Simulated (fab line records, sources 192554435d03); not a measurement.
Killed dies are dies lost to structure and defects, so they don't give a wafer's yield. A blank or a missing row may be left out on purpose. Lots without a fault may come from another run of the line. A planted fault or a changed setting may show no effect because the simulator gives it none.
A struck lot beside a sound one | flow n5_finfet | 33 steps out of a route of 1938
Sound: wafers L288.1, L288.3, L288.4. Struck: wafers L287.1, L287.3, L287.6. The cause comes at the end.
At each step with rows: each side's tool, then ch and its chambers, then its first start. Under that, the readings that differ: sound wafers | struck wafers | difference of the means | sigmas: that difference in standard deviations of wafers without a fault.
alike: readings whose means differ by less than 2 such deviations, and words and numbers that are the same on both sides. not compared: withheld readings, readings that some wafer has no value for, bounds like >300 that may hide the same value, and numbers for which the record gives no deviation and whose values overlap.
The two part at a step that has a row with sigmas, a row that says differs or no value, or rows on one side only. Numbers that don't overlap but have no deviation are shown without sigmas and don't part them. A reading that every wafer of one side lacks parts them only if that side has two wafers or more.

first, 10 steps without rows for these wafers: N5_SD_EPI_P_PRECLEAN_51 (cleans in NF3:NH3, afs cycles 1, time 20 s, sublimation time 60 s); N5_SD_EPI_P_VAPOR_ETCH_44 (etches SiGe30 in NF3/Ar, time 3.3 s); N5_SD_EPI_P_EPI_21 (deposits SiGe:B, time 355 s); N5_SD_EPI_P_HM_STRIP_48 (strips SiNx in H3PO4, material SiNx, target depth 3 nm); N5_SD_EPI_P_SRD_49 (time 30 s); N5_SD_EPI_P_PRECLEAN_24 (cleans in O3/DIW, time 45 s); N5_SD_EPI_P_PRECLEAN_32 (cleans in dHF, time 10 s); N5_SD_EPI_P_PRECLEAN_33 (cleans in SC2, time 45 s); N5_SD_EPI_P_SRD_25 (time 30 s); N5_SD_ACTIVATION_RTA_00 (time 0 s).
N5_SD_ACTIVATION_LSA_01: time 0.0008 s.
  sound on laser_anneal-01 ch 0, day 8 15:42; struck on laser_anneal-02 ch 0, day 8 09:15
  reading          | sound                | struck               | difference | sigmas
  wafer_temp_C_max | 1082.1 1083.0 1081.7 | 1101.2 1099.2 1098.5 | +17.4      | +10
N5_SD_ACTIVATION_RS_MEAS_03: measures by four-point-probe.
  sound on film_metro-02, day 8 15:54; struck on film_metro-02, day 8 09:27
  reading          | sound          | struck         | difference | sigmas
  RS_SD_N (ohm/sq) | 22.1 22.3 21.7 | 20.3 20.3 19.9 | -1.9       | -6
  alike: RS_SD_P
then, 19 steps without rows for these wafers: N5_ILD0_LINER_00 (material SiNx, target thk 4 nm, pulse time 1 s, purge time 2 s); N5_ILD0_FCVD_FILL_01 (material SiO2 flowable, target thk 200 nm, time 328.3 s); N5_ILD0_CURE_02 (time 1800 s); N5_ILD0_CMP_03 (polishes, stops on SiNx, t overpolish 1.9 s, target thk 197.38 nm); N5_ILD0_CMP_07 (polishes SiO2 flowable, stops on poly-Si, t overpolish 1.18 s, target thk 138.88 nm); N5_ILD0_PRECLEAN_10 (cleans in NF3:NH3, afs cycles 5, time 20 s, sublimation time 60 s); N5_ILD0_ALD_15 (deposits SiNx, target thk 24 nm, pulse time 1 s, ald cycles 480); N5_ILD0_CMP_12 (polishes SiNx, stops on poly-Si, t overpolish 6 s, target thk 17.67 nm); N5_SDB_HM_DEP_00 (deposits SiNx from SiH4/NH3/N2, target thk 40 nm, time 35.3 s); N5_SDB_COAT_03 (time 60 s, resist thk 100 nm); N5_SDB_COAT_04 (time 60 s, resist thk 18 nm); N5_SDB_COAT_05 (resist thk 90 nm); N5_SDB_EBR_07; N5_SDB_SOFTBAKE_06 (time 60 s); N5_SDB_EXPOSE_08 (exposes mask SDB); N5_SDB_PEB_09 (peb time 60 s); N5_SDB_DEVELOP_10 (develop time 30 s); N5_SDB_DESCUM_16 (chemistry O2, time 7.9 s); N5_SDB_ETCH_17 (etches SiARC in CF4, target depth 23.4 nm, time 39 s).
-- the record jumps here: 5 days lie between the struck wafers' starts before and after (it left off in module SDB and takes up again in module BEOL_M4, whose first step shown is number 1111 of the route) --
N5_BEOL_M4_RC_MEAS_101:
  sound on prober-01 ch 0, day 13 12:19; struck on prober-02 ch 0, day 13 06:20
  reading          | sound          | struck         | difference | sigmas
  RS_SD_N (ohm/sq) | 28.5 28.3 28.4 | 26.5 26.1 26.0 | -2.2       | -5
  alike: DIBL_N, DIBL_P, IOFF_N, IOFF_P, ION_N, ION_P, RC_DENSE_N, RC_N, SS_N, SS_P, VT_N, VT_P
-- the record jumps here: 5 days lie between the struck wafers' starts before and after (it left off in module BEOL_M4 and takes up again in module PASSIVATION, whose first step shown is number 1936 of the route) --
N5_PASSIVATION_PROBE_49:
  sound on prober-01, day 17 23:57; struck on prober-02, day 17 22:53
  alike: defect_limited_yield, killed_at_M0_to_M3, killed_at_M4_up, killed_at_contacts, killed_at_front_end, killed_at_other, killed_dies, killed_open, killed_short, sort_bin_5_function, sort_bin_6_memory, sort_n_pass, sort_yield_pct

WHERE THEY PART
First at N5_SD_ACTIVATION_LSA_01; last, within this record, at N5_BEOL_M4_RC_MEAS_101. Later steps at which nothing parts them and some readings are alike: N5_PASSIVATION_PROBE_49.

WHY: what the simulator had put in
Process parameter drift: laser_anneal-02, from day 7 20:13 on, at N5_SD_ACTIVATION_LSA_01. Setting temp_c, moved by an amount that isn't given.
